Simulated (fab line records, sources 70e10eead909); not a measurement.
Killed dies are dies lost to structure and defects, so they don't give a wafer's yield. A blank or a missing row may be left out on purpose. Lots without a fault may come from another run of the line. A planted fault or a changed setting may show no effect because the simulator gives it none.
A struck lot beside a sound one | flow nand_harc | 26 steps out of a route of 1302
Sound: wafers L628.1, L628.5, L628.6. Struck: wafers L637.2, L637.4, L637.6. The cause comes at the end.
At each step with rows: each side's tool, then ch and its chambers, then its first start. Under that, the readings that differ: sound wafers | struck wafers | difference of the means | sigmas: that difference in standard deviations of wafers without a fault.
alike: readings whose means differ by less than 2 such deviations, and words and numbers that are the same on both sides. not compared: withheld readings, readings that some wafer has no value for, bounds like >300 that may hide the same value, and numbers for which the record gives no deviation and whose values overlap.
The two part at a step that has a row with sigmas, a row that says differs or no value, or rows on one side only. Numbers that don't overlap but have no deviation are shown without sigmas and don't part them. A reading that every wafer of one side lacks parts them only if that side has two wafers or more.

first, 5 steps without rows for these wafers: NHARC_P_GATE_STRIP_15 (strips in SPM, time 780 s); NHARC_P_GATE_PRECLEAN_71 (cleans in SC1); NHARC_P_GATE_SRD_72; NHARC_P_GATE_OXIDE_16 (material SiO2, target thk 3 nm, ox time 392 s); NHARC_P_GATE_CVD_17 (deposits poly-Si, target thk 150 nm, time 900 s).
NHARC_P_GATE_HM_DEP_102: deposits aC, target thk 120 nm.
  sound on acl_dep-03 ch 0, day 6 10:41; struck on acl_dep-03 ch 0, day 10 12:56
  alike: throttle_valve_pct
NHARC_P_GATE_DEP_103: deposits SiON, target thk 30 nm.
  sound on pecvd-04 ch 0,2, day 6 11:24; struck on pecvd-04 ch 0,1,2, day 10 13:33
  alike: heater_power_outer_w, heater_power_w
  not compared: since_wet_clean_h
then, 5 steps without rows for these wafers: NHARC_P_GATE_DEHYDRATE_18 (time 120 s); NHARC_P_GATE_HMDS_19 (time 30 s); NHARC_P_GATE_COAT_20 (resist thk 90 nm); NHARC_P_GATE_SOFTBAKE_21 (time 55 s); NHARC_P_GATE_EBR_22.
NHARC_P_GATE_EXPOSE_23: exposes mask P GATE, target cd 120 nm.
  sound on arfi_scanner-02 ch 0, day 6 11:53; struck on arfi_scanner-02 ch 0, day 10 14:04
  reading | sound                      | struck                              | difference | sigmas
  mask    | P_GATE#0 P_GATE#0 P_GATE#0 | P_GATE_R1#0 P_GATE_R1#0 P_GATE_R1#0 | differs    |
then, 2 steps without rows for these wafers: NHARC_P_GATE_PEB_24 (peb time 65 s); NHARC_P_GATE_DEVELOP_25 (develop time 35 s).
NHARC_P_GATE_CD_MEAS_26: target cd 120 nm.
  sound on cd_sem-03 ch 0, day 6 12:02; struck on cd_sem-02 ch 0, day 10 14:12
  reading    | sound             | struck            | difference | sigmas
  cd_nm (nm) | 120.2 119.4 119.7 | 112.3 113.1 113.9 | -6.7       | -12
NHARC_P_GATE_OVL_MEAS_27:
  sound on overlay-01, day 6 12:07; struck on overlay-01, day 10 14:17
  alike: overlay_x_nm, overlay_y_nm
NHARC_P_GATE_INSPECT_28:
  sound on defect_inspect-02, day 6 12:10; struck on defect_inspect-02, day 10 14:19
  alike: raw_defect_count
NHARC_P_GATE_DESCUM_31: chemistry O2, time 3 s.
  sound on rie_diel-10 ch 2,3, day 6 12:14; struck on rie_diel-02 ch 1,2, day 10 14:23
  reading                 | sound             | struck            | difference | sigmas
  model.P_GATE.cd_nm (nm) | 120.7 119.9 120.5 | 112.1 112.7 113.4 | -7.6       |
  alike: drypump_motor_current_A, mfc_ar_sccm, oes_product_au, rf_vpp_V, showerhead_plenum_p_Torr, throttle_valve_pct
  not compared: rf_hours_counter_h
NHARC_P_GATE_ETCH_104: etches the open film in CF4/CHF3, target depth 60 nm.
  sound on rie_diel-10 ch 0,2,3, day 6 12:20; struck on rie_diel-02 ch 0,2, day 10 14:28
  alike: drypump_motor_current_A, mfc_ar_sccm, oes_product_au, rf_vpp_V, showerhead_plenum_p_Torr, throttle_valve_pct
NHARC_P_GATE_HM_OPEN_105: chemistry O2/COS, target depth 360 nm.
  sound on rie_diel-10 ch 0,2,3; struck on rie_diel-02 ch 1,2
  alike: drypump_motor_current_A, mfc_ar_sccm, oes_product_au, rf_vpp_V, showerhead_plenum_p_Torr, throttle_valve_pct
  not compared: rf_hours_counter_h
then, 2 steps without rows for these wafers: NHARC_P_GATE_STRIP_106 (strips in O2/COS); NHARC_P_GATE_ETCH_114 (etches the open film in CF4/O2, target depth 30 nm, overetch 3 nm, time 16.5 s).
NHARC_P_GATE_ETCH_32: etches the open film in HBr/Cl2, target depth 150 nm, time 100.1 s.
  sound on rie_si-06 ch 0,3, day 6 12:42; struck on rie_si-02 ch 0,2,3, day 10 14:51
  reading                     | sound           | struck            | difference | sigmas
  drypump_motor_current_A (A) | 6.5 6.5 6.3     | 5.4 5.3 5.6       | -1.0       | -2
  model.P_GATE.cd_nm (nm)     | 122.7 119 121.7 | 110.9 110.1 112.6 | -9.9       |
  alike: hbr_flow_sccm, oes_product_au, throttle_valve_pct
  not compared: rf_hours_counter_h
NHARC_P_GATE_STRIP_108: strips in O2.
  sound on rie_diel-02 ch 1,2,3, day 6 12:55; struck on rie_diel-07 ch 0,2,3, day 10 15:01
  reading               | sound             | struck            | difference | sigmas
  oes_product_au (a.u.) | 1.016 1.015 1.013 | 0.983 0.998 0.985 | -0.026     | -2
  alike: drypump_motor_current_A, mfc_ar_sccm, rf_vpp_V, showerhead_plenum_p_Torr, throttle_valve_pct
  not compared: rf_hours_counter_h
-- the record jumps here: 20 days lie between the struck wafers' starts before and after (it left off in module P_GATE and takes up again in module END, whose first step shown is number 1302 of the route) --
NHARC_END_SORT_01:
  the record has rows for the struck wafers here (prober-02 ch 0, day 30 06:18) and none for the sound ones

WHERE THEY PART
First at NHARC_P_GATE_EXPOSE_23; last, within this record, at NHARC_END_SORT_01.

WHY: what the simulator had put in
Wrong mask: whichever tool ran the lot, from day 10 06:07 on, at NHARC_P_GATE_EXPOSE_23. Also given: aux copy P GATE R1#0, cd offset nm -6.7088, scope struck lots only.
